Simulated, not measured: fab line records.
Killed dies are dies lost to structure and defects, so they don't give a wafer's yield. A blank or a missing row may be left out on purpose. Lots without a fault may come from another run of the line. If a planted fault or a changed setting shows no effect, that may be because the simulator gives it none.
Which of the tools did it? + flow n5_finfet + 29 wafers from 10 lots sampled at 5 of the route's 1938 steps

WHAT THE GAUGES READ, wafer by wafer
N5_BEOL_M4_RC_MEAS_101.
| lot  | measured     | on        | DIBL_N (mV/V)  |
|------|--------------|-----------|----------------|
| L617 | day 7 23:18  | prober-02 | 40.3 37.1 43.8 |
| L625 | day 10 05:55 | prober-01 | 38.9 37.5 38.8 |
| L627 | day 10 09:41 | prober-01 | 34.9 34.1 34.6 |
| L628 | day 10 19:25 | prober-01 | 37.4 37.1      |
| L634 | day 12 22:21 | prober-02 | 33.5 36.2 37.3 |
| L635 | day 12 22:43 | prober-01 | 32.3 36.5 32.7 |
| L636 | day 13 00:56 | prober-02 | 36.2 37.1 35.3 |
| L637 | day 13 14:05 | prober-01 | 38.3 36.8 37.2 |
| L639 | day 14 07:43 | prober-02 | 37.7 40.0 35.8 |
| L640 | day 14 06:08 | prober-01 | 37.3 37.0 33.1 |

EACH LOT AND THE TOOL THAT RAN IT (in order: tool; ch and the chambers of the sampled wafers; start)
| lot  | N5_GATE_CUT_STRIP_42               | N5_GATE_CUT_VAPOR_ETCH_48         | N5_GATE_CUT_VAPOR_ETCH_51         | N5_GATE_CUT_ALD_22                |
|------|------------------------------------|-----------------------------------|-----------------------------------|-----------------------------------|
| L617 | rie_diel-02 ch 0,1, day 4 10:50    | rie_metal-02 ch 0,1, day 4 11:10  | rie_metal-02 ch 0,1, day 4 11:14  | ald_sin-01 ch 0,1, day 4 11:25    |
| L625 | rie_diel-04 ch 0,2, day 6 14:02    | rie_metal-01 ch 0, day 6 14:22    | rie_metal-01 ch 0, day 6 14:26    | ald_sin-01 ch 1,2,3, day 6 14:38  |
| L627 | rie_diel-06 ch 0,2,3, day 6 23:01  | rie_metal-01 ch 0,1, day 6 23:21  | rie_metal-01 ch 0,1, day 6 23:25  | ald_sin-03 ch 1,2,3, day 6 23:37  |
| L628 | rie_diel-04 ch 0, day 7 07:37      | rie_metal-02 ch 0,1, day 7 07:56  | rie_metal-02 ch 0,1, day 7 08:00  | ald_sin-01 ch 3, day 7 08:19      |
| L634 | rie_diel-02 ch 0,3, day 8 19:21    | rie_metal-03 ch 0,1, day 8 19:41  | rie_metal-03 ch 0,1, day 8 19:44  | ald_sin-03 ch 0,2,3, day 8 20:52  |
| L635 | rie_diel-06 ch 1,2, day 8 22:47    | rie_metal-03 ch 0,1, day 8 23:07  | rie_metal-03 ch 0,1, day 8 23:11  | ald_sin-03 ch 2,3, day 8 23:50    |
| L636 | rie_diel-02 ch 0,1, day 9 07:26    | rie_metal-02 ch 0,1, day 9 07:46  | rie_metal-02 ch 0,1, day 9 07:50  | ald_sin-03 ch 0,1,3, day 9 08:02  |
| L637 | rie_diel-04 ch 1,2,3, day 9 14:04  | rie_metal-02 ch 0, day 9 14:35    | rie_metal-02 ch 0, day 9 14:42    | ald_sin-04 ch 1,3, day 9 14:56    |
| L639 | rie_diel-02 ch 0,1,2, day 10 01:19 | rie_metal-01 ch 0,1, day 10 01:38 | rie_metal-01 ch 0,1, day 10 01:42 | ald_sin-03 ch 0,1,2, day 10 02:10 |
| L640 | rie_diel-02 ch 2,3, day 10 08:46   | rie_metal-03 ch 0,1, day 10 09:07 | rie_metal-03 ch 0,1, day 10 09:10 | ald_sin-01 ch 1,2,3, day 10 09:22 |
- N5_GATE_CUT_STRIP_42: strips in O2.
- N5_GATE_CUT_VAPOR_ETCH_48: etches TiN in BCl3/Cl2.
- N5_GATE_CUT_VAPOR_ETCH_51: etches HfO2 in BCl3/Cl2.
- N5_GATE_CUT_ALD_22: deposits SiNx, target thk 16 nm, pulse time 1 s, ald cycles 320.

THE ANSWER, worked out from the rows above alone
Rule: usual is defined by the lots themselves. The widest of any qualifying gaps counts: lots, ordered by their means at a reading, are off when they make up no more than a third of the lots, leave a main group of 4 or more, and stand apart from it by 3 or more times the standard deviation of that group's means. A main group whose means are all the same, to the digits that the tables above print for the reading, isn't used. Also off: a lot with no number at a reading for which 4 or more lots have one. The other lots that the step has rows for count as sound.
No lot is off at any reading shown: from this, nothing can be told.

WHAT THE SIMULATOR HAD PUT IN
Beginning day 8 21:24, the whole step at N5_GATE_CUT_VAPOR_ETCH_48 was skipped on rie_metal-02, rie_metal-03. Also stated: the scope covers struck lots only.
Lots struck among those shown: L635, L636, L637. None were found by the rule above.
